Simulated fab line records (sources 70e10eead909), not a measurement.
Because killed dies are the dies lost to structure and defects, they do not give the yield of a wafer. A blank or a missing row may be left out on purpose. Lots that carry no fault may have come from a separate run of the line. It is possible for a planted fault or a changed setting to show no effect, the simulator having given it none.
A struck lot beside a sound one :: flow nandHarc :: 18 out of 1302 route steps
Sound: the wafers L655.1, L655.2, L655.5. Struck: wafers L660.3, L660.5, L660.6. The cause is named last.
Each step with rows lists, per side, the tool, then ch with its chambers, then its first start. Under that, the readings that differ: sound wafers :: struck wafers :: difference of the means :: sigmas: that difference in standard deviations of wafers without a fault.
alike: words and numbers the same on both sides, and readings whose means are apart by under 2 such deviations; not compared: readings that were withheld, readings missing a value for some wafer, numbers with overlapping values and no deviation given by the record, and bounds like >300 which may hide the same value.
Wherever a step has rows on one side only, a row that says differs or no value, or a row with sigmas, the two part there. Non-overlapping numbers with no deviation appear without sigmas and do not part them. Lack of a reading on every wafer of one side parts them only where that side has two or more wafers.

NHARC_P_GATE_ALD_36: deposits SiNx, target thk 20 nm, pulse time 60 s, ald cycles 223.
  sound on aldSin-01 ch 1,2,3, day 5 16:34; struck on aldSin-04 ch 1,3, day 7 15:34
  alike: heaterPowerW, precursorPulseHeightRel
NHARC_P_GATE_ETCHBACK_37: etches the open film in CHF3/O2, target depth 34.5 nm, time 17.2 s.
  sound: rieDiel-02 ch 0,1,3; struck: rieDiel-02 ch 0,1,2
  alike: biasW, chamberPressureMTorr, drypumpMotorCurrentA, oesProductAu, rfVppV, showerheadPlenumPTorr, throttleValvePct
  not compared: rfHoursCounterH
NHARC_P_GATE_STRIP_101: strips in O2, time 20 s.
  sound on rieDiel-02 ch 0,3, day 6 00:02; struck on rieDiel-02 ch 0,2,3, day 8 00:28
reading: rfVppV (V)
sound: 58.3 58.5 58.4
struck: 56.2 57.1 56.4
difference: -1.8
sigmas: -2
  alike: chamberPressureMTorr, drypumpMotorCurrentA, oesProductAu, showerheadPlenumPTorr, throttleValvePct
  not compared: rfHoursCounterH
then, 9 steps without rows for these wafers: NHARC_P_GATE_PRECLEAN_97 (cleans in SPM, time 600 s); NHARC_P_GATE_SRD_98; NHARC_P_GATE_PRECLEAN_99 (cleans in SC1); NHARC_P_GATE_SRD_100; NHARC_P_GATE_DEHYDRATE_38 (time 120 s); NHARC_P_GATE_HMDS_39 (time 30 s); NHARC_P_GATE_COAT_40; NHARC_P_GATE_SOFTBAKE_41 (time 95 s); NHARC_P_GATE_EBR_42.
NHARC_P_GATE_EXPOSE_43: exposes mask P NSD, target cd 720 nm.
  sound on krfScanner-04 ch 0, day 6 00:41; struck on krfScanner-03 ch 0, day 8 01:06
reading: mask
sound: P_NSD#0 P_NSD#0 P_NSD#0
struck: P_PSD#0 P_PSD#0 P_PSD#0
difference: differs
sigmas: 
then, 2 steps without rows for these wafers: NHARC_P_GATE_PEB_44 (peb time 85 s); NHARC_P_GATE_DEVELOP_45 (time 70 s).
NHARC_P_GATE_CD_MEAS_46 targets a cd of 720 nm.
  sound on cdSem-03 ch 0, day 6 00:51; struck on cdSem-02 ch 0, day 8 01:16
reading: cdNm (nm)
sound: 721.8 724.1 722.1
struck: - - -
difference: no value on the struck wafers
sigmas: 
then, 1 step without rows for these wafers: NHARC_P_GATE_HARDBAKE_47 (time 80 s).
-- break in the record here, with 20 days between the starts of the struck wafers on either side (left off in module P_GATE, picked up again in module END, where the first step shown is number 1302 on the route) --
NHARC_END_SORT_01:
  at this point the record logs the struck wafers (prober-01 ch 0, day 28 00:59) and has no rows for the sound ones

## WHERE THEY PART
At NHARC_P_GATE_STRIP_101 first; at NHARC_END_SORT_01 last (within this record only).

WHY: what had been put in by the simulator
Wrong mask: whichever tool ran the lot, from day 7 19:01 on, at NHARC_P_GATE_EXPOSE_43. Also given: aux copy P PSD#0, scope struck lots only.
